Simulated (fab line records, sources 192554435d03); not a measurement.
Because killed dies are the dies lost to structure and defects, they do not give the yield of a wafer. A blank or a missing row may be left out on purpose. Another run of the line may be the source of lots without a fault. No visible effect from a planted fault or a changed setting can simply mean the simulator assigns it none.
2 desks looking at one fault	flow n5_finfet	only its own numbers are on each desk; what lay behind them is given at the end

THE METROLOGY DESK
What the gauges read for every lot (on any tool): the sampled wafers with a number, averaged. Any lot whose mean is over 4 standard deviations away from the usual mean is out of limits and marked OUT; that distance is given in the brackets. Shown here are 7 of its 11 readings, the ones lying furthest out on some lot.
Columns: A = cd_nm at N5_BEOL_M0_SAQP_CD_MEAS_14, usual 42.5 nm; B = DIBL_P at N5_BEOL_M4_RC_MEAS_101, usual 36.4 mV/V; C = IOFF_P at N5_BEOL_M4_RC_MEAS_101, usual 0.21 nA/um; D = SS_N at N5_BEOL_M4_RC_MEAS_101, usual 71.7 mV/dec; E = SS_P at N5_BEOL_M4_RC_MEAS_101, usual 73.4 mV/dec; F = VT_N at N5_BEOL_M4_RC_MEAS_101, usual 249 mV; G = VT_P at N5_BEOL_M4_RC_MEAS_101, usual -251 mV
lot	first seen here	A	B	C	D	E	F	G
L724	day 5 14:13	41.9	37.6	0.24	72.4	74.3	246	-250
L725	day 5 21:47	41.8	37.8	0.23	71.4	74.1	247	-250
L728	day 6 09:44	42.9	34.7	0.20	70.7	73.2	250	-248
L731	day 7 05:52	42.9	34.2	0.19	71.4	72.9	249	-250
L732	day 7 11:50	42.2	33.6	0.16	71.0	72.6	254	-256
L738	day 9 01:22	42.6	37.3	0.23	72.0	74.4	248	-249
L740	day 9 12:45	42.6	35.4	0.20	71.8	73.6	250	-251
L742	day 9 22:23	43.0	35.1	0.17	71.9	73.2	251	-253
L743	day 10 04:41	42.6	37.5	0.20	72.0	73.1	249	-253
L747	day 11 09:53	42.7	33.5	0.19	71.4	73.0	251	-252
This desk's verdict: no lot among the 10 shows anything out of limits.

FOR THE TOOL OWNER'S DESK: litho_track-02
The tool's own readings at N5_BEOL_M0_SAQP_COAT_87 (time 60 s, resist thk 5 nm): means of the sampled wafers that have a number, for each lot that ran on this tool. Any lot whose mean is over 4 standard deviations away from the usual mean is out of limits and marked OUT; that distance is given in the brackets.
Columns: A = chill_plate_temp_C at N5_BEOL_M0_SAQP_COAT_87, usual 23.01 C; B = heater_power_total_W at N5_BEOL_M0_SAQP_COAT_87, usual 391.7 W; C = plate_temp_C at N5_BEOL_M0_SAQP_COAT_87, usual 204.96 C
lot	first seen here	A	B	C
L724	day 5 18:31	23.10	392.4	204.85
L731	day 7 09:26	22.97	392.3	204.85
L732	day 7 15:44	23.06	392.2	204.91
L738	day 9 04:53	22.89	385.2 (-5.0) OUT	202.64 (-15) OUT
L740	day 9 16:41	22.88	385.7 (-4.6) OUT	202.79 (-14) OUT
This desk's finding: out of limits on L738, L740; first on L738, day 9 04:53 (heater_power_total_W at N5_BEOL_M0_SAQP_COAT_87). L724, L731, L732 stayed within limits.

TAKEN TOGETHER
On L738, L740, at day 9 04:53, an alarm was possible from the tool owner's desk.
From the metrology desk's view, nothing was out of limits.
The metrology desk holds a record of L738, L740, inside its limits.
On litho_track-02, each named lot ran N5_BEOL_M0_SAQP_COAT_87.

WHAT THE SIMULATOR HAD PUT IN
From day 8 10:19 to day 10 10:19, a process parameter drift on litho_track-02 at N5_BEOL_M0_SAQP_COAT_87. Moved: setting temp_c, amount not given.
Lots struck among those shown: L738, L740.
Each desk's first reading out of limits, in hours after the fault started: the tool owner's desk, 19.
